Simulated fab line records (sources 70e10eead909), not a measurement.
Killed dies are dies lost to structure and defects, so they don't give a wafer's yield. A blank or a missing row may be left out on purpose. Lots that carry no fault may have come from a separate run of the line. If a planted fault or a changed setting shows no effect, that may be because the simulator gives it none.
Struck lot and sound lot, side by side    flow nandHarc    14 out of 1302 route steps
Sound: the wafers L136.3, L136.4, L136.6. Struck: wafer L146.1 (left out: L146.6, a lot-mate that was not struck); the cause follows at the end.
Order at every step that has rows: each side's tool, ch and its chambers, its first start. Under that, the readings that differ: sound wafers    struck wafers    difference of the means    sigmas: that difference in standard deviations of wafers without a fault.
alike: same words and numbers on both sides, and readings whose means sit less than 2 such deviations apart. not compared: any withheld reading, any reading some wafer has no value for, any bound like >300 that may hide the same value, and any number with overlapping values for which the record gives no deviation.
The two part at a step that has a row with sigmas, a row that says differs or no value, or rows on one side only. Non-overlapping numbers with no deviation appear without sigmas and do not part them. A reading missing from all wafers of one side parts the sides only when that side holds two or more wafers.

first, 1 step without rows for these wafers: NHARC_A_ONON_D1_DEP_09 (target thk 1000 nm).
NHARC_A_ONON_D1_THK_MEAS_11: measures by ellipsometry.
  struck on filmMetro-02, day 15 08:41; sound on filmMetro-02, day 11 08:36
  alike: thkNm
then, 1 step without rows for these wafers: NHARC_A_ONON_D1_DEP_12 (target thk 1000 nm).
NHARC_A_ONON_D1_THK_MEAS_14: measures by ellipsometry.
  struck on filmMetro-02, day 15 09:14; sound on filmMetro-01, day 11 09:10
  alike: thkNm
then, 2 steps without rows for these wafers: NHARC_A_ONON_D1_ANNEAL_15 (time 3600 s); NHARC_A_ONON_D1_DEP_16 (target thk 1000 nm).
NHARC_A_ONON_D1_THK_MEAS_18: measures by ellipsometry.
  struck on filmMetro-02, day 15 16:51; sound on filmMetro-01, day 11 16:59
  alike: thkNm
then, 1 step without rows for these wafers: NHARC_A_ONON_D1_DEP_19 (target thk 1000 nm).
NHARC_A_ONON_D1_THK_MEAS_21: measures by ellipsometry.
  struck on filmMetro-02, day 15 17:25; sound on filmMetro-02, day 11 17:33
  alike: thkNm
then, 1 step without rows for these wafers: NHARC_A_ONON_D1_DEP_22 (target thk 1000 nm).
NHARC_A_ONON_D1_THK_MEAS_24: measures by ellipsometry.
  struck on filmMetro-02, day 15 17:59; sound on filmMetro-02, day 11 18:07
  alike: thkNm
NHARC_A_ONON_D1_DEP_25: target thk 1000 nm.
  sound on pecvdOnon-03 ch 0, day 11 18:17; struck on pecvdOnon-03 ch 0, day 15 18:02
  alike: n2oFlowSccm, sih4FlowSccm
NHARC_A_ONON_D1_THK_MEAS_27: measures by ellipsometry.
  struck on filmMetro-02, day 15 18:33; sound on filmMetro-02, day 11 18:41
reading     sound         struck  difference  sigmas
thkNm (nm)  1000 998 999  909     -90         -8
then, 1 step without rows for these wafers: NHARC_A_ONON_D1_DEP_28 (target thk 1000 nm).

WHERE THEY PART
At NHARC_A_ONON_D1_THK_MEAS_27 and nowhere else, as far as this record goes.

WHY: the cause the simulator had injected
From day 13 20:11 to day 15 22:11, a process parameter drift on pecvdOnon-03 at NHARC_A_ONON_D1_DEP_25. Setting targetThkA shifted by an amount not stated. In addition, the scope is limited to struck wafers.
